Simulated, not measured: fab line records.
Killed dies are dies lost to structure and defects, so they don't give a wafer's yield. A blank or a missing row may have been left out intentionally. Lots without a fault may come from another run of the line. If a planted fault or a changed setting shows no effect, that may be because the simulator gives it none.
Lot-split experiment    flow n5Finfet    39 wafers read across 7 lots, on a route 1938 steps long

== ABOUT THE SPLIT ==
At N5_BEOL_M4_ILD_DEP_00 (deposits SiOC from DEMS/O2, target thk 79 nm, time 15.3 s), the setting targetThkA was moved away from the recipe's 790 angstrom on 9 of the 39 wafers read, by -29.6% to +20.7%. All remaining wafers had this setting at the recipe value.

The file shows no step between the split and the reading.

== THE READING ==
M4_ILD_THK, in nm, at N5_BEOL_M4_THK_MEAS_01. A value of 78.4 nm with a standard deviation of 1.2 nm is what fault-free wafers of this fab line usually give.

wafer   tool, chamber at the split  targetThkA as run, angstrom  against the recipe  M4_ILD_THK, nm  against lot-mates on the recipe
L074.1  pecvd-03, 2                 790                          recipe              76.3            -
L074.2  pecvd-03, 1                 790                          recipe              76.9            -
L074.3  pecvd-03, 0                 790                          recipe              77.4            -
L074.4  pecvd-03, 0                 790                          recipe              78.3            -
L074.5  pecvd-03, 2                 790                          recipe              77.0            -
L074.6  pecvd-03, 1                 790                          recipe              78.3            -
L079.1  pecvd-04, 2                 790                          recipe              78.7            -
L079.2  pecvd-04, 0                 953.3                        +20.7%              93.3            +14.7
L079.3  pecvd-04, 1                 790                          recipe              77.5            -
L079.4  pecvd-04, 0                 953.3                        +20.7%              96.2            +17.6
L079.5  pecvd-04, 1                 953.3                        +20.7%              94.5            +15.9
L079.6  pecvd-04, 2                 790                          recipe              79.5            -
L081.1  pecvd-02, 1                 790                          recipe              79.8            -
L081.2  pecvd-02, 0                 790                          recipe              80.1            -
L081.3  pecvd-02, 1                 790                          recipe              80.1            -
L080.1  pecvd-04, 2                 651.5                        -17.5%              63.5            -14.7
L080.2  pecvd-04, 0                 651.5                        -17.5%              64.0            -14.2
L080.3  pecvd-04, 1                 790                          recipe              77.0            -
L080.4  pecvd-04, 2,0               790                          recipe              78.8            -
L080.5  pecvd-04, 1                 651.5                        -17.5%              64.6            -13.6
L080.6  pecvd-04, 2,0               790                          recipe              78.9            -
L086.1  pecvd-02, 2                 790                          recipe              78.3            -
L086.2  pecvd-02, 1                 790                          recipe              78.1            -
L086.3  pecvd-02, 0                 790                          recipe              79.1            -
L086.4  pecvd-02, 1,0               790                          recipe              79.7            -
L086.5  pecvd-02, 2                 790                          recipe              80.2            -
L086.6  pecvd-02, 1,0               790                          recipe              79.7            -
L088.1  pecvd-03, 1                 790                          recipe              77.9            -
L088.2  pecvd-03, 0                 556.3                        -29.6%              54.0            -23.9
L088.3  pecvd-03, 2                 790                          recipe              77.3            -
L088.4  pecvd-03, 2                 790                          recipe              78.5            -
L088.5  pecvd-03, 0                 556.3                        -29.6%              55.8            -22.1
L088.6  pecvd-03, 1                 556.3                        -29.6%              54.3            -23.6
L097.1  pecvd-03, 1                 790                          recipe              76.9            -
L097.2  pecvd-03, 2                 790                          recipe              75.8            -
L097.3  pecvd-03, 0                 790                          recipe              76.5            -
L097.4  pecvd-03, 2                 790                          recipe              77.7            -
L097.5  pecvd-03, 1                 790                          recipe              78.6            -
L097.6  pecvd-03, 0                 790                          recipe              77.7            -
When a row names more than one chamber, that row covers several wafers, and the file does not tell which wafer ran in which chamber.

THE FIT
A straight line over all 39 wafers: M4_ILD_THK changes by +0.798 nm for each +1% of targetThkA; r = +0.99; the points scatter about the line by 1.2 nm.
The same after taking each lot's own level away (the mean of its wafers on the recipe; 39 wafers): +0.787 nm for each +1%; r = +1.00; scatter 0.81 nm.
The reading moves by 23 nm for the largest change in targetThkA, on that fit.
The span of the lots' own levels, 77.20 to 80.00 nm, comes to 2.3 times the standard deviation stated above.
The two slopes are in agreement: the lot-to-lot level therefore moves the slope only a little.
Check: with one of the wafers moved furthest among these (-29.6%) left out of the fit, the line predicts -23.2 nm for it against its lot-mates. Against them it came out at -23.9 nm.

== FURTHER SPLITS ON THESE WAFERS ==
Other splits were also applied to these wafers ahead of the reading. Each is held against what the fit with the lots' levels taken away leaves over:
other split on the same wafers                wafers away from the commonest value  r with M4_ILD_THK (lot level and that fit taken away)
N5_PMOS_HMC_CHANNEL_EPI_HM_DEP_34 timeS       12                                    -0.08
N5_SD_EPI_N_ETCH_35 timeS                     12                                    -0.04
N5_MOL_CONTACT_COAG_VIA_ETCH_46 targetDepthA  15                                    +0.20
N5_BEOL_M2_ALD_84 aldCycles                   9                                     -0.07

== THE WHOLE CHAIN: every reading that the file lists as answering this split, in the file's order ==
step                    what it does                                               reading                                                                            change (the file's fit)               r (the file's)
N5_BEOL_M4_ILD_DEP_00   deposits SiOC from DEMS/O2, target thk 79 nm, time 15.3 s  SiOC_of_BEOL_M4_ILD_DEP_00.thkNm (the simulator's own value, which no gauge read)  +0.79 nm for each +1% of the setting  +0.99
N5_BEOL_M4_THK_MEAS_01                                                             M4_ILD_THK                                                                         +0.788 for each +1% of the setting    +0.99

== THE FILE'S OWN FIT ==
M4_ILD_THK changes by +0.788 nm for each +1% of targetThkA, r = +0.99.
